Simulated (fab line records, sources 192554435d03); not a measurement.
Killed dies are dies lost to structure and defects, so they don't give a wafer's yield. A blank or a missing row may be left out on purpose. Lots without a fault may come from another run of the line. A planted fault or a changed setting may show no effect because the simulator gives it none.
Problem report in the 8D (eight disciplines) form, filled by code | flow n5_finfet | the parts of the form that need people (team, actions taken, sign-off) are left out

1. THE PROBLEM
susceptor_temp_C at N5_BEOL_M8_ALD_77 reads a mean of 261.61 C on 3 wafers of 2 lots; wafers without a fault read 275.01 C with a standard deviation of 0.18. That is -74 standard deviations from the usual mean.
The step: deposits TaN, target thk 2 nm, pulse time 2 s, purge time 3 s.
First seen on wafer L922.4, day 13 22:34, on ald_metal-01. The record holds 18 wafers of 6 lots with a number at this step. Rule for "out", or "out of limits": more than 4 standard deviations from the usual mean. The other wafers with a number count as sound.

2. WHAT IT IS AND WHAT IT IS NOT
question                    | is                     | is not
which readings at this step | susceptor_temp_C       | heater_power_w
which lots                  | L922, L926             | L907, L909, L911, L912
which wafers of those lots  | L922.4, L922.5, L926.1 | L922.2, L926.3, L926.4
read on which tools         | ald_metal-01           | ald_metal-02, ald_metal-04
when                        | from day 13 22:34      | up to then (13 sound wafers); but 2 sound wafers of L926 came after

3. SUSPECTS, AND WHAT RULES EACH OUT
Counting: a tool at a process step up to the reading stays a suspect if it ran every lot that is out. Sound lots after the first of them don't rule it out here, since some wafers of a struck lot are sound.
- ald_metal-01 at N5_BEOL_M8_ALD_77 (deposits TaN, target thk 2 nm, pulse time 2 s, purge time 3 s): kept. It ran every lot that is out, first L922 (day 13 22:34); its last sound lot up to then is L912 (day 11 15:22). Its own readings are out on those wafers: susceptor_temp_C.
- Within ald_metal-01 at N5_BEOL_M8_ALD_77: the wafers that are out ran in chamber 2; their sound lot-mates ran in chambers 0, 3.
Left after counting: ald_metal-01 at N5_BEOL_M8_ALD_77.

4. THE CAUSE (what the simulator had put in)
Process parameter drift: ald_metal-01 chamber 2, from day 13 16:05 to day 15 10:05, at N5_BEOL_M8_ALD_77. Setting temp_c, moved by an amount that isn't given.
Counting left only this tool.

5. THE CHAIN OF EFFECTS, in route order
Each row: a reading whose mean over the struck wafers that have a number lies more than 3 standard deviations from the usual. Only readings for which the record gives a usual standard deviation are gone through. hours: the time from each lot's start at the first step in this table that gives one to its start at this step, as a median over the lots. sigmas: the change in usual standard deviations.
hours | step                    | reading            | usual    | on struck wafers | change | sigmas
0     | N5_BEOL_M8_ALD_77       | susceptor_temp_C   | 275.01 C | 261.61           | -13.40 | -74
67    | N5_PASSIVATION_PROBE_49 | killed_at_M0_to_M3 | 34       | 68               | +34    | +3.5
67    | N5_PASSIVATION_PROBE_49 | killed_open        | 70       | 107              | +37    | +3.1
The process steps in it:
- N5_BEOL_M8_ALD_77: deposits TaN, target thk 2 nm, pulse time 2 s, purge time 3 s.
- N5_PASSIVATION_PROBE_49

6. WHAT WOULD HAVE CAUGHT IT SOONER
In this record the first reading out of limits was taken at day 13 22:34, 6 hours after the fault began at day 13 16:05.
